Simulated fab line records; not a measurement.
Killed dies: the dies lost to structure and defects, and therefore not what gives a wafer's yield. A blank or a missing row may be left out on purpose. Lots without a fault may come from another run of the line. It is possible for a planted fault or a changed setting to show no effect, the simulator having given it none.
Split-lot experiment ; flow n5_finfet ; 21 wafers read across 7 lots, on a route 1938 steps long

== SPLIT DETAILS ==
At N5_BEOL_M8_COAT_22 (resist thk 30 nm), the setting spin_rpm was moved away from the recipe's 1500 rpm on 4 of the 21 wafers read, by -7.9% to +10.5%. The other wafers ran this setting at the recipe's value.

== FROM THE SPLIT TO THE READING: what the file shows between them, 2 steps ==
- N5_BEOL_M8_EXPOSE_25: exposes mask V7, target cd 40 nm (also split here: dose_mj)
- N5_BEOL_M8_PEB_26: peb time 60 s

== THE READING ==
CAR-EUV_of_BEOL_M8_COAT_22.thk_nm (the simulator's own value, which no gauge read), in nm, at N5_BEOL_M8_DEVELOP_27 (develop time 30 s). The file gives no usual value for it. The 17 wafers here that ran the recipe average 29.6 nm, standard deviation 0.12 nm.

wafer;tool, chamber at the split;spin_rpm as run, rpm;against the recipe;CAR-EUV_of_BEOL_M8_COAT_22.thk_nm, nm;against lot-mates on the recipe
L080.3;litho_track-02, 0;1500;recipe;29.6;-
L080.5;litho_track-02, 0;1500;recipe;29.8;-
L080.6;litho_track-02, 0;1500;recipe;29.8;-
L082.4;litho_track-02, 0;1500;recipe;29.6;-
L082.5;litho_track-02, 0;1500;recipe;29.6;-
L082.6;litho_track-02, 0;1500;recipe;29.6;-
L083.3;litho_track-02, 0;1500;recipe;29.6;-
L083.4;litho_track-02, 0;1500;recipe;29.6;-
L083.5;litho_track-02, 0;1500;recipe;29.6;-
L084.1;litho_track-02, 0;1614;+7.6%;28.4;-1.0
L084.4;litho_track-02, 0;1614;+7.6%;28.4;-1.0
L084.3;litho_track-02, 0;1500;recipe;29.4;-
L086.1;litho_track-05, 0;1381;-7.9%;30.8;+1.4
L086.4;litho_track-05, 0;1500;recipe;29.4;-
L086.6;litho_track-05, 0;1500;recipe;29.4;-
L092.1;litho_track-05, 0;1657;+10.5%;28;-1.4
L092.3;litho_track-05, 0;1500;recipe;29.4;-
L092.4;litho_track-05, 0;1500;recipe;29.4;-
L097.2;litho_track-02, 0;1500;recipe;29.6;-
L097.4;litho_track-02, 0;1500;recipe;29.6;-
L097.6;litho_track-02, 0;1500;recipe;29.6;-

FIT RESULTS
A straight line over all 21 wafers: CAR-EUV_of_BEOL_M8_COAT_22.thk_nm changes by -0.152 nm for each +1% of spin_rpm; r = -0.98; the points scatter about the line by 0.12 nm.
The same after taking each lot's own level away (the mean of its wafers on the recipe; 21 wafers): -0.144 nm for each +1%; r = -0.99; scatter 0.075 nm.
The reading moves by 1.5 nm for the largest change in spin_rpm, on that fit.
Measured against the standard deviation above, the lots' own levels, which go from 29.40 to 29.73 nm, span 2.7 times it.
The two slopes are in agreement: the lot-to-lot level therefore moves the slope only a little.
Check: with one of the wafers moved furthest among these (+10.5%) left out of the fit, the line predicts -1.53 nm for it against its lot-mates. Against them it came out at -1.4 nm.

== ADDITIONAL SPLITS CARRIED BY THESE WAFERS ==
Other splits were also applied to these wafers ahead of the reading. Each is held against what the fit with the lots' levels taken away leaves over:
other split on the same wafers;wafers away from the commonest value;r with CAR-EUV_of_BEOL_M8_COAT_22.thk_nm (lot level and that fit taken away)
N5_BEOL_M5_ETCH_41 source_w;5;-0.10
N5_BEOL_M7_ETCH_41 source_w;8;+0.31
N5_BEOL_M8_EXPOSE_25 dose_mj;5;+0.02

== THE WHOLE CHAIN: every reading that the file lists as answering this split, in the file's order ==
step;what it does;reading;change (the file's fit);r (the file's)
N5_BEOL_M8_COAT_22;resist thk 30 nm;CAR-EUV_of_BEOL_M8_COAT_22.thk_nm (the simulator's own value, which no gauge read);-0.154 nm for each +1% of the setting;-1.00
N5_BEOL_M8_DEVELOP_27;develop time 30 s;CAR-EUV_of_BEOL_M8_COAT_22.thk_nm (the simulator's own value, which no gauge read);-0.145 nm for each +1% of the setting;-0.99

== FILE'S OWN FIT ==
CAR-EUV_of_BEOL_M8_COAT_22.thk_nm changes by -0.145 nm for each +1% of spin_rpm, r = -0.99.
